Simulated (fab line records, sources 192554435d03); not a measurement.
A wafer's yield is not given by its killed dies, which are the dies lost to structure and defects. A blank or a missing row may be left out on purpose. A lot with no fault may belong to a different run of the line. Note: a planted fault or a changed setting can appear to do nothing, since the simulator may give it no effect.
2 desks looking at one fault :: flow n5-finfet :: only its own numbers are on each desk; what lay behind them is given at the end

== FROM THE METROLOGY DESK ==
Lot by lot, what the gauges showed, no matter which tool ran the lot: averages of those sampled wafers that carry a number. The brackets show how far a lot's mean lies from the usual mean; more than 4 standard deviations puts the lot out of limits, marked OUT. Readings shown: 7 of its 12, picked as those furthest out on some lot.
Columns: A = MD_CAP_THK at N5_MOL_CONTACT_COAG_THK_MEAS_29, usual 17.93 nm; B = VG_OVL at N5_MOL_CONTACT_COAG_OVL_MEAS_85, usual 0.2 nm; C = DIBL_P at N5_BEOL_M4_RC_MEAS_101, usual 35.9 mV/V; D = IOFF_P at N5_BEOL_M4_RC_MEAS_101, usual 0.21 nA/um; E = ION_N at N5_BEOL_M4_RC_MEAS_101, usual 672 uA/um; F = SS_N at N5_BEOL_M4_RC_MEAS_101, usual 71.5 mV/dec; G = VT_P at N5_BEOL_M4_RC_MEAS_101, usual -250 mV
lot: L628
first seen here: day 5 13:58
A: 17.96
B: 0.5
C: 36.5
D: 0.23
E: 677
F: 71.7
G: -247

lot: L632
first seen here: day 6 17:35
A: 17.97
B: -0.4
C: 38.5
D: 0.20
E: 677
F: 71.0
G: -253

lot: L633
first seen here: day 6 22:35
A: 17.81
B: 0.4
C: 36.0
D: 0.17
E: 665
F: 71.6
G: -256

lot: L634
first seen here: day 6 22:59
A: 17.91
B: 0.1
C: 35.3
D: 0.16
E: 660
F: 71.3
G: -254

lot: L635
first seen here: day 7 08:35
A: 18.05
B: -0.8
C: 36.3
D: 0.22
E: 681
F: 71.1
G: -248

lot: L636
first seen here: day 7 15:17
A: 17.90
B: 0.9
C: 35.2
D: 0.21
E: 666
F: 71.9
G: -249

lot: L637
first seen here: day 7 18:07
A: 17.95
B: -0.2
C: 34.9
D: 0.21
E: 676
F: 71.5
G: -247

lot: L639
first seen here: day 8 09:21
A: 17.90
B: 0.1
C: 33.2
D: 0.17
E: 657
F: 70.8
G: -252

lot: L643
first seen here: day 9 06:42
A: 18.03
B: 0.3
C: -
D: -
E: -
F: -
G: -

lot: L646
first seen here: day 10 06:41
A: 17.86
B: 0.5
C: -
D: -
E: -
F: -
G: -

lot: L648
first seen here: day 10 16:18
A: 17.97
B: 0.8
C: 35.5
D: 0.22
E: 682
F: 71.5
G: -248
This desk's verdict: no lot among the 11 shows anything out of limits.

== DESK OF THE TOOL OWNER: ald-sin-02 ==
The tool's own readings at N5_MOL_CONTACT_COAG_ALD_131 (deposits SiO2, target thk 5 nm, pulse time 1 s, co reactant pulse time 1 s): means of the sampled wafers that have a number, for each lot that ran on this tool. The brackets show how far a lot's mean lies from the usual mean; more than 4 standard deviations puts the lot out of limits, marked OUT.
Columns: A = heater-power-w at N5_MOL_CONTACT_COAG_ALD_131, usual 79 W; B = precursor-pulse-height-rel at N5_MOL_CONTACT_COAG_ALD_131, usual 1.001
lot: L633
first seen here: day 7 00:06
A: 69
B: 0.994

lot: L636
first seen here: day 7 16:52
A: 77
B: 0.991

lot: L637
first seen here: day 7 19:44
A: 71
B: 0.982

lot: L639
first seen here: day 8 10:37
A: 76
B: 0.983

lot: L643
first seen here: day 9 07:59
A: 68
B: 1.005

lot: L646
first seen here: day 10 10:30
A: 76
B: 1.021
This desk's verdict: no lot among the 6 shows anything out of limits.

== BROUGHT TOGETHER ==
At the metrology desk, nothing out of limits was observed.
The desk of the tool owner found nothing out of limits.

== WHAT WAS PUT IN BY THE SIMULATOR ==
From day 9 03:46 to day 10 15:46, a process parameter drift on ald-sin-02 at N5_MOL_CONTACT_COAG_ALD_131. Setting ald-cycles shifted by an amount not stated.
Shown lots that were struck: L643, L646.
